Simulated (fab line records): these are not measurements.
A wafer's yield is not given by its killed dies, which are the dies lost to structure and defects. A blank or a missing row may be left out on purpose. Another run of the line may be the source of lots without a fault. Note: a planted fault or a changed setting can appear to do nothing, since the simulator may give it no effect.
fab line records | flow nand-harc
record: lots: 12 | wafers: 36 | last-day: 24
route steps=1159 shown P_ZERO_WELL@46 P_GATE@142 END@1159
lots untouched by any fault: they come from a run of this same line in which no faults occurred
start-h: hours from the record's opening day to when the first of the lot's shown wafers began | wait-h: time in hours since the lot's previous step | " identical to the entry in the row above | L1.1+2: one row covering several wafers at once | - value missing, or start not given | * or withheld: withheld | < > ~ a bound
route shown NAME@n: names a module that has steps shown in the file, with the first one's number in the route | usual: the fault-free wafers' mean and standard deviation | same: alike in all rows | chamber/n: place in a boat | sites: each site's reading | _std_site: the standard deviation of these | _edge_site: outer sites' mean less inner sites' | radius-mm: how far each site lies from the wafer's centre | mask NAME#n: copy n | behind: the most recent tool/chamber to have shaped the wafer | hold: why the lot went on hold/how many hours it stayed there/how the hold came to an end | device: transistor that didn't switch, given as n, p or np | end of line: the tests these same wafers got at the end of their route | for a step that has no rows: nothing shown but its recipe | killed: dies lost to structure and defects at the first sort, not the wafer's yield | map: a wafer's dies, x killed, . not, _ none there
set.NAME: the setting the step ran with; set.NAME@STEP: the setting that earlier step ran with | model.NAME: the simulator's own value behind a step, which no gauge read
steps of the route over a sample of lots; a table a step, a row a wafer
services: the hour from which a tool's chamber was out of use, counted from the record's first day as start-h (under 0 if before that day), plus the number of hours and why
== steps ==
step: NHARC_P_ZERO_WELL_DESCUM_39
recipe: time-s: 3 | o2-flow-sccm: 200 | ar-flow-sccm: 0 | bias-power-w: 0 | chemistry: O2
usual: drypump-motor-current-A: 5.4/0.34 | oes-product-au: 1.002/0.015 | rf-vpp-V: 57.9/0.82 | showerhead-plenum-p-Torr: 1.94/0.078 | throttle-valve-pct: 11.312/0.009
same: time-s: 3
lot.wafer | tool        | chamber | start-h | wait-h | drypump-motor-current-A | oes-product-au | rf-hours-counter-h | rf-vpp-V | showerhead-plenum-p-Torr | throttle-valve-pct
L953.3    | rie-diel-10 | 0       | 22.20   | -      | 5.6                     | 1.000          | 1                  | 57.1     | 1.91                     | 11.311
L953.2    | "           | 1       | "       | "      | 5.4                     | 0.995          | 0                  | 56.9     | 1.89                     | 11.304
L953.4    | "           | 2       | "       | "      | 4.9                     | 0.980          | 1                  | 58.4     | 2.07                     | 11.311
L955.1    | rie-diel-05 | 0       | 34.15   | -      | 5.6                     | 1.015          | 2                  | 57.9     | 2.07                     | 11.312
L955.4    | "           | 2       | "       | "      | 5.5                     | 1.018          | 1                  | 59.2     | 2.00                     | 11.317
L955.5    | "           | 1       | "       | "      | 5.3                     | 1.022          | -                  | 57.2     | 1.92                     | 11.331
L956.3    | rie-diel-05 | 0       | 40.28   | -      | 5.7                     | 1.011          | 3                  | 59.7     | 2.07                     | 11.324
L956.6    | "           | 2       | "       | "      | 5.4                     | 1.022          | -                  | 57.7     | 2.00                     | 11.313
L956.5    | "           | 3       | "       | "      | 6.2                     | 1.026          | -                  | 57.9     | 2.03                     | 11.322
L958.4    | rie-diel-12 | 1       | 52.14   | -      | 6.2                     | 1.014          | 1                  | 58.7     | 1.92                     | 11.307
L958.2    | "           | 2       | "       | "      | 5.1                     | 1.005          | 2                  | 58.0     | 1.86                     | 11.309
L958.3    | "           | 3       | "       | "      | 5.6                     | 0.977          | 2                  | 56.5     | 1.86                     | 11.304
L960.2    | rie-diel-10 | 2       | 64.58   | -      | 5.0                     | 0.969          | 5                  | 58.9     | 2.07                     | 11.315
L960.5    | "           | 0       | "       | "      | 5.6                     | 1.001          | -                  | 56.5     | 1.91                     | 11.308
L960.6    | "           | 1       | "       | "      | 5.4                     | 0.990          | -                  | 58.5     | 1.89                     | 11.309
L961.2    | rie-diel-12 | 3       | 70.38   | -      | 5.6                     | 0.965          | 3                  | 57.1     | 1.86                     | 11.306
L961.4    | "           | 1       | "       | "      | 6.2                     | 1.007          | 2                  | 59.4     | 1.92                     | 11.322
L961.3    | "           | 2       | "       | "      | 5.1                     | 1.004          | 2                  | 57.0     | 1.86                     | 11.323
L962.2    | rie-diel-10 | 3       | 76.25   | -      | 5.3                     | 1.012          | 5                  | 58.3     | 1.86                     | 11.315
L962.4    | "           | 1       | "       | "      | 5.4                     | 0.985          | 4                  | 56.7     | 1.89                     | 11.325
L962.1    | "           | 2       | "       | "      | 4.9                     | 0.980          | 5                  | 58.8     | 2.07                     | 11.309
L963.3    | rie-diel-10 | 3       | 82.28   | -      | 5.3                     | 1.008          | 5                  | 58.1     | 1.86                     | 11.318
L963.1    | "           | 1       | "       | "      | 5.4                     | 0.992          | 4                  | 58.7     | 1.89                     | 11.296
L963.2    | "           | 2       | "       | "      | 4.9                     | 0.966          | 5                  | 56.9     | 2.07                     | 11.321
L964.3    | rie-diel-12 | 0       | 88.22   | -      | 5.1                     | 1.018          | 3                  | 59.1     | 2.04                     | 11.306
L964.1    | "           | 1       | "       | "      | 6.2                     | 1.029          | 2                  | 59.7     | 1.92                     | 11.311
L964.6    | "           | 0       | "       | "      | 5.1                     | 1.022          | -                  | 59.5     | 2.04                     | 11.308
L965.1    | rie-diel-12 | 2       | 94.34   | -      | 5.1                     | 1.000          | 3                  | 58.1     | 1.86                     | 11.319
L965.4    | "           | 0       | "       | "      | 5.1                     | 1.022          | -                  | 58.6     | 2.04                     | 11.312
L965.6    | "           | 1       | "       | "      | 6.2                     | 1.026          | -                  | 58.6     | 1.92                     | 11.314
L967.3    | rie-diel-05 | 1       | 106.40  | -      | 5.3                     | 1.019          | 9                  | 57.9     | 1.92                     | 11.303
L967.2    | "           | 0       | "       | "      | 5.7                     | 1.003          | 8                  | 57.8     | 2.07                     | 11.309
L967.5    | "           | 2       | "       | "      | 5.5                     | 1.014          | -                  | 58.8     | 2.00                     | 11.318
L973.2    | rie-diel-05 | 2       | 142.14  | -      | 5.5                     | 0.994          | 9                  | 58.0     | 2.00                     | 11.293
L973.3    | "           | 0       | "       | "      | 5.6                     | 0.996          | 11                 | 58.5     | 2.07                     | 11.323
L973.5    | "           | 2       | "       | "      | 5.5                     | 0.984          | -                  | 56.9     | 2.00                     | 11.310
step: NHARC_P_ZERO_WELL_STRIP_41
recipe: time-s: 840 | temp-c: 130 | chemistry: SPM
same: time-s: 840
lot.wafer  | tool         | chamber | start-h | wait-h
L953.2+4+3 | wet-bench-09 | 0,3,4   | 22.93   | 0.2
L955.5+4+1 | wet-bench-04 | 5,6,7   | 34.89   | 0.1
L956.6+5+3 | wet-bench-04 | 5,7,0   | 40.98   | 0.0
L958.3+2+4 | wet-bench-04 | 7,0,2   | 52.86   | 0.1
L960.6+5+2 | wet-bench-04 | 2,4,7   | 65.27   | 0.0
L961.2+3+4 | wet-bench-09 | 1,2,5   | 71.11   | 0.2
L962.1+2+4 | wet-bench-04 | 6,0,1   | 76.99   | 0.2
L963.2+1+3 | wet-bench-09 | 0,1,3   | 83.02   | 0.2
L964.1+6+3 | wet-bench-09 | 6,0,2   | 88.95   | 0.2
L965.4+6+1 | wet-bench-04 | 3,4,6   | 95.09   | 0.1
L967.3+2+5 | wet-bench-09 | 3,4,6   | 107.50  | 0.1
L973.3+5+2 | wet-bench-04 | 7,1,3   | 142.85  | 0.1
step: NHARC_P_ZERO_WELL_INSPECT_43
usual: raw-defect-count: 14/7.8
lot.wafer | tool              | chamber | start-h | wait-h | raw-defect-count
L953.2    | defect-inspect-01 | -       | 25.48   | 0.5    | 27
L953.3    | "                 | -       | "       | "      | 10
L953.4    | "                 | -       | "       | "      | 17
L955.1    | defect-inspect-01 | -       | 37.45   | 0.6    | 18
L955.4    | "                 | -       | "       | "      | 19
L955.5    | "                 | -       | "       | "      | 33
L956.3    | defect-inspect-02 | -       | 43.54   | 0.4    | 7
L956.5    | "                 | -       | "       | "      | 12
L956.6    | "                 | -       | "       | "      | 9
L958.2    | defect-inspect-01 | -       | 55.31   | 0.5    | 10
L958.3    | "                 | -       | "       | "      | 7
L958.4    | "                 | -       | "       | "      | 3
L960.2    | defect-inspect-02 | -       | 67.86   | 0.5    | 7
L960.5    | "                 | -       | "       | "      | 10
L960.6    | "                 | -       | "       | "      | 14
L961.2    | defect-inspect-01 | -       | 73.55   | 0.5    | 14
L961.3    | "                 | -       | "       | "      | 26
L961.4    | "                 | -       | "       | "      | 15
L962.1    | defect-inspect-01 | -       | 79.42   | 0.6    | 10
L962.2    | "                 | -       | "       | "      | 16
L962.4    | "                 | -       | "       | "      | 15
L963.1    | defect-inspect-02 | -       | 85.60   | 0.6    | 12
L963.2    | "                 | -       | "       | "      | 15
L963.3    | "                 | -       | "       | "      | 34
L964.1    | defect-inspect-01 | -       | 91.42   | 0.6    | 14
L964.3    | "                 | -       | "       | "      | 9
L964.6    | "                 | -       | "       | "      | 14
L965.1    | defect-inspect-02 | -       | 97.57   | 0.6    | 10
L965.4    | "                 | -       | "       | "      | 5
L965.6    | "                 | -       | "       | "      | 8
L967.2    | defect-inspect-02 | -       | 110.10  | 0.5    | 9
L967.3    | "                 | -       | "       | "      | 10
L967.5    | "                 | -       | "       | "      | 20
L973.2    | defect-inspect-02 | -       | 145.32  | 0.5    | 12
L973.3    | "                 | -       | "       | "      | 14
L973.5    | "                 | -       | "       | "      | 320
step: NHARC_P_GATE_OVL_MEAS_27
usual: overlay-x-nm: 0.3/0.85 | overlay-y-nm: -0.1/1.1
lot.wafer | tool       | chamber | start-h | wait-h | overlay-x-nm | overlay-y-nm
L953.2    | overlay-02 | -       | 93.86   | -      | 0.9          | 0.7
L953.3    | "          | -       | "       | "      | 1.3          | 1.2
L953.4    | "          | -       | "       | "      | 1.4          | 1.2
L955.1    | overlay-02 | -       | 107.32  | -      | 0.0          | 2.5
L955.4    | "          | -       | "       | "      | 0.5          | 0.9
L955.5    | "          | -       | "       | "      | 0.3          | 1.0
L956.3    | overlay-01 | -       | 115.37  | -      | 1.4          | 0.7
L956.5    | "          | -       | "       | "      | 0.5          | 0.6
L956.6    | "          | -       | "       | "      | 1.2          | 1.2
L958.2    | overlay-01 | -       | 128.27  | -      | -0.3         | -1.1
L958.3    | "          | -       | "       | "      | -0.5         | -0.8
L958.4    | "          | -       | "       | "      | -0.6         | -1.4
L960.2    | overlay-02 | -       | 135.70  | -      | 0.9          | -0.2
L960.5    | "          | -       | "       | "      | 1.5          | -0.5
L960.6    | "          | -       | "       | "      | 1.3          | 0.0
L961.2    | overlay-02 | -       | 149.51  | -      | 0.9          | 0.4
L961.3    | "          | -       | "       | "      | 0.5          | 0.4
L961.4    | "          | -       | "       | "      | 1.0          | 0.5
L962.1    | overlay-01 | -       | 150.01  | -      | -0.9         | -2.0
L962.2    | "          | -       | "       | "      | -0.6         | -1.5
L962.4    | "          | -       | "       | "      | -0.9         | -2.1
L963.1    | overlay-02 | -       | 164.46  | -      | -1.1         | -1.3
L963.2    | "          | -       | "       | "      | -0.9         | -1.7
L963.3    | "          | -       | "       | "      | -1.1         | -1.4
L965.1    | overlay-02 | -       | 164.62  | -      | 0.9          | 0.4
L965.4    | "          | -       | "       | "      | 0.7          | 0.2
L965.6    | "          | -       | "       | "      | 1.0          | -0.2
L964.1    | overlay-02 | -       | 165.13  | -      | 0.3          | -1.1
L964.3    | "          | -       | "       | "      | 0.5          | -0.9
L964.6    | "          | -       | "       | "      | 0.0          | -0.8
L967.2    | overlay-02 | -       | 181.83  | -      | 0.8          | 0.7
L967.3    | "          | -       | "       | "      | 1.1          | 0.6
L967.5    | "          | -       | "       | "      | 0.4          | 1.1
L973.2    | overlay-02 | -       | 216.75  | -      | 1.6          | -1.3
L973.3    | "          | -       | "       | "      | 1.5          | -1.6
L973.5    | "          | -       | "       | "      | 2.3          | -2.0
step: NHARC_P_GATE_ALD_36
recipe: target-thk-a: 200 | pulse-time-s: 60 | ald-cycles: 223 | temp-c: 400 | material: SiNx
usual: heater-power-w: 862/92 | precursor-pulse-height-rel: 0.999/0.02
same: ald-cycles: 223
lot.wafer | tool       | chamber | start-h | wait-h | heater-power-w | precursor-pulse-height-rel
L953.3    | ald-sin-04 | 2       | 95.22   | -      | 870            | 0.984
L953.2    | "          | 0       | 97.31   | -      | 866            | 1.005
L953.4    | "          | 1       | 98.36   | -      | 806            | 0.977
L955.1    | ald-sin-02 | 1       | 109.78  | -      | 911            | 0.947
L955.4    | "          | 3       | 111.89  | -      | 968            | 0.983
L955.5    | "          | 1       | 114.00  | -      | 914            | 0.996
L956.3    | ald-sin-04 | 0       | 117.78  | -      | 882            | 1.028
L956.6    | "          | 3       | 120.95  | -      | 794            | 0.992
L956.5    | "          | 0       | 122.00  | -      | 846            | 0.995
L958.2    | ald-sin-02 | 1       | 130.22  | -      | 909            | 1.026
L958.4    | "          | 3       | 132.30  | -      | 951            | 1.008
L958.3    | "          | 0       | 133.34  | -      | 792            | 1.022
L960.2    | ald-sin-02 | 0       | 139.83  | -      | 802            | 1.016
L960.6    | "          | 2       | 141.95  | -      | 736            | 0.955
L960.5    | "          | 3       | 143.02  | -      | 951            | 0.990
L961.3    | ald-sin-03 | 2       | 150.99  | -      | 757            | 1.001
L961.4    | "          | 3       | 152.05  | -      | 1043           | 0.982
L961.2    | "          | 1       | 154.16  | -      | 933            | 0.968
L962.2    | ald-sin-04 | 1       | 151.66  | -      | 837            | 1.025
L962.4    | "          | 3       | 153.77  | -      | 811            | 1.026
L962.1    | "          | 0       | 154.83  | -      | 876            | 0.978
L963.3    | ald-sin-02 | 3       | 165.84  | -      | 969            | 0.970
L963.2    | "          | 0       | 166.89  | -      | 786            | 0.999
L963.1    | "          | 1       | 167.94  | -      | 896            | 1.041
L965.1    | ald-sin-03 | 1       | 165.99  | -      | 912            | 0.987
L965.4    | "          | 3       | 168.10  | -      | 1043           | 1.017
L965.6    | "          | 2       | 171.26  | -      | 758            | 1.020
L964.3    | ald-sin-04 | 1       | 167.54  | -      | 827            | 1.018
L964.1    | "          | 3       | 169.66  | -      | 792            | 0.978
L964.6    | "          | 0       | 170.72  | -      | 859            | 1.011
L967.3    | ald-sin-03 | 3       | 183.72  | -      | 1064           | 1.010
L967.2    | "          | 0       | 184.78  | -      | 872            | 0.978
L967.5    | "          | 0       | 189.02  | -      | 849            | 1.029
L973.3    | ald-sin-02 | 3       | 219.32  | -      | 972            | 1.007
L973.2    | "          | 0       | 220.38  | -      | 783            | 0.977
L973.5    | "          | 3       | 223.56  | -      | 993            | 1.018
step: NHARC_END_SORT_01
recipe: temp-c: 25
usual: killed-at-array: 27/9.9 | killed-at-other: 0.5/0.76 | killed-at-periphery: 3.4/2.2 | killed-dies: 31/10 | killed-open: 3.3/2 | killed-short: 2.0/1.5
same: gross-dies: 677
lot.wafer | tool      | chamber | start-h | wait-h | killed-at-array | killed-at-other | killed-at-periphery | killed-dies | killed-open | killed-short
L973.2    | prober-01 | 0       | 566.52  | 2.8    | 16              | 0               | 11                  | 27          | 5           | 1
L973.3    | prober-01 | 0       | 567.31  | 3.1    | 17              | 0               | 5                   | 22          | 3           | 2
L973.5    | prober-01 | 0       | 568.90  | 3.7    | 29              | 0               | 52                  | 81          | 2           | 3
killed by level:class
L973.2 A_CHANNEL_HOLE_D1:chamber-film-flake=7 P_CONTACT:chamber-film-flake=6 A_STAIRCASE:chamber-film-flake=3 P_M2:chamber-film-flake=2 A_CONTACT:chamber-film-flake=2 P_M0:geometric-particle:open=1 P_M1:geometric-particle:open=1 P_M1:geometric-particle:short=1
L973.3 A_CONTACT:chamber-film-flake=5 P_CONTACT:chamber-film-flake=4 A_CHANNEL_HOLE_D1:chamber-film-flake=4 A_SOURCE_PLATE:geometric-particle:open=1 A_ONON_D1:geometric-particle:open=1 A_SGD_CUT:geometric-particle:open=1 A_CONTACT:geometric-particle:short=1 A_BLC:geometric-particle:short=1
L973.5 P_ZERO_WELL:unspecified=43 A_CHANNEL_HOLE_D1:chamber-film-flake=11 A_CONTACT:chamber-film-flake=9 P_CONTACT:chamber-film-flake=6 A_STAIRCASE:chamber-film-flake=4 A_WL_FILL:geometric-particle:short=2 P_CONTACT:geometric-particle:open=1 P_CONTACT:geometric-particle:short=1
== services ==
tool         | chamber | start-h | hours | kind
rie-diel-10  | -       | -0.43   | 9.0   | pm
wet-bench-09 | -       | 5.16    | 1.8   | repair
rie-diel-10  | 1       | 9.52    | 7.0   | repair
ald-sin-04   | -       | 10.03   | 10.0  | pm
rie-diel-12  | 1       | 11.58   | 5.0   | repair
rie-diel-05  | 2       | 16.14   | 9.9   | repair
rie-diel-10  | -       | 19.28   | 1.9   | repair
rie-diel-12  | -       | 25.40   | 9.0   | pm
rie-diel-12  | 1       | 44.42   | 6.2   | repair
ald-sin-02   | -       | 50.00   | 10.0  | pm
rie-diel-12  | 3       | 78.62   | 32.4  | repair
rie-diel-05  | -       | 84.89   | 0.3   | repair
wet-bench-09 | -       | 112.84  | 8.0   | pm
ald-sin-02   | 3       | 120.80  | 2.7   | repair
rie-diel-10  | -       | 127.63  | 2.0   | repair
ald-sin-03   | -       | 136.53  | 2.9   | repair
wet-bench-04 | -       | 163.20  | 8.0   | pm
rie-diel-05  | -       | 163.60  | 9.0   | pm
wet-bench-04 | 0       | 171.20  | -     | consumable-replace:bath
rie-diel-10  | -       | 176.57  | 9.0   | pm
ald-sin-04   | -       | 188.03  | 10.0  | pm
rie-diel-12  | -       | 202.40  | 9.0   | pm
wet-bench-04 | -       | 208.09  | 70.8  | repair
rie-diel-12  | 1       | 222.74  | 2.9   | repair
== key ==
first-sign: step: NHARC_P_ZERO_WELL_INSPECT_43 | reading: raw-defect-count | direction: up | sigmas: 39 | usual: 14 | struck: 320
effect: step: NHARC_END_SORT_01 | reading: killed-at-periphery | direction: up | sigmas: 22 | usual: 3.4 | struck: 52
more-kills-born-at: NHARC_P_ZERO_WELL_STRIP_41@wet-bench-04: 43
met-at NHARC_P_ZERO_WELL_STRIP_41
struck-lots L973
struck-wafers L973.5
tester-left-out L973
not-acting-at NHARC_P_ZERO_WELL_DESCUM_39,NHARC_P_GATE_OVL_MEAS_27,NHARC_P_GATE_ALD_36
onset-between 76.99 142.85
fault: kind: chamber-particle-source | tool: wet-bench-04 | chamber: 1 | onset-h: 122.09 | steps: NHARC_P_ZERO_WELL_STRIP_41 | rate-per-visit-cm2: 0.47974 | end-h: 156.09
tester-left-out: of these lots the tester's yield and bins aren't shown, on N5 and GAA mostly nor the transistor test; their killed dies are dies lost to structure and defects alone, not to doping, threshold or leakage, so they don't give the yield
